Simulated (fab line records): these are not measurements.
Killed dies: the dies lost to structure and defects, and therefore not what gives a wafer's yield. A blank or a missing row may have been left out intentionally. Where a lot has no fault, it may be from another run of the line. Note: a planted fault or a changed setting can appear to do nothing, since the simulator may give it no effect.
Matching of chambers ; flow n5-finfet ; rie-diel-05 running N5_MOL_CONTACT_COAG_ETCH_89: 4 sister chambers
The step etches underlayer in N2/H2, target depth 13 nm, time 10.4 s. 14 wafers are shown with their chamber, then 7 later ones without.

## WAFERS PAIRED WITH THEIR CHAMBERS
wafer;chamber;showerhead-plenum-p-Torr (Torr);drypump-motor-current-A (A);throttle-valve-pct (%)
L079.3;0;2.65;5.5;17.64
L079.4;0;2.65;5.5;17.63
L079.6;1;2.35;5.4;18.00
L083.1;0;2.65;5.5;17.65
L083.3;1;2.35;5.4;18.02
L083.5;1;2.35;5.4;18.01
L087.1;1;2.34;5.4;18.02
L087.5;0;2.64;5.5;17.68
L087.6;3;2.62;6.3;18.15
L088.1;1;2.34;5.5;18.01
L088.2;0;2.64;5.5;17.67
L088.5;2;2.71;5.8;17.68
L092.1;2;2.71;5.8;17.68
L092.3;3;2.61;6.3;18.14

SIGNATURES (means of the wafers above)
reading;chamber 0;chamber 1;chamber 2;chamber 3;scatter within a chamber
showerhead-plenum-p-Torr;2.6460;2.3460;2.7100;2.6150;0.00539
drypump-motor-current-A;5.500;5.420;5.800;6.300;0.0283
throttle-valve-pct;17.6540;18.0120;17.6800;18.1450;0.0143
Rule: for each reading, subtract the chamber's mean from the wafer's reading, divide by that reading's scatter and square the result; add these up over the readings and take the root, which gives the wafer's distance from the chamber. If the next closest chamber is less than 2 further off than the closest, the wafer can't be placed; otherwise it belongs to the closest. How the scatter is found: for the shown wafers, subtract from each reading the mean of its chamber, square and add these, divide the total by (wafers less chambers), then take the root.

## WAFERS WITH NO CHAMBER GIVEN
wafer;showerhead-plenum-p-Torr (Torr);drypump-motor-current-A (A);throttle-valve-pct (%)
L092.5;2.61;6.3;18.16
L095.2;2.61;6.3;18.16
L095.5;2.61;6.3;18.15
L095.6;2.71;5.8;17.68
L096.1;2.64;5.5;17.70
L096.2;2.34;5.4;18.06
L096.3;2.71;5.8;17.71

## WHICH CHAMBER EACH WENT THROUGH
wafer;from the rows above;in truth
L092.5;3;3
L095.2;3;3
L095.5;3;3
L095.6;2;2
L096.1;0;0
L096.2;1;1
L096.3;2;2
Placed correctly: 7 of 7. Left unplaced by these rows: 0. Wrongly placed: 0.
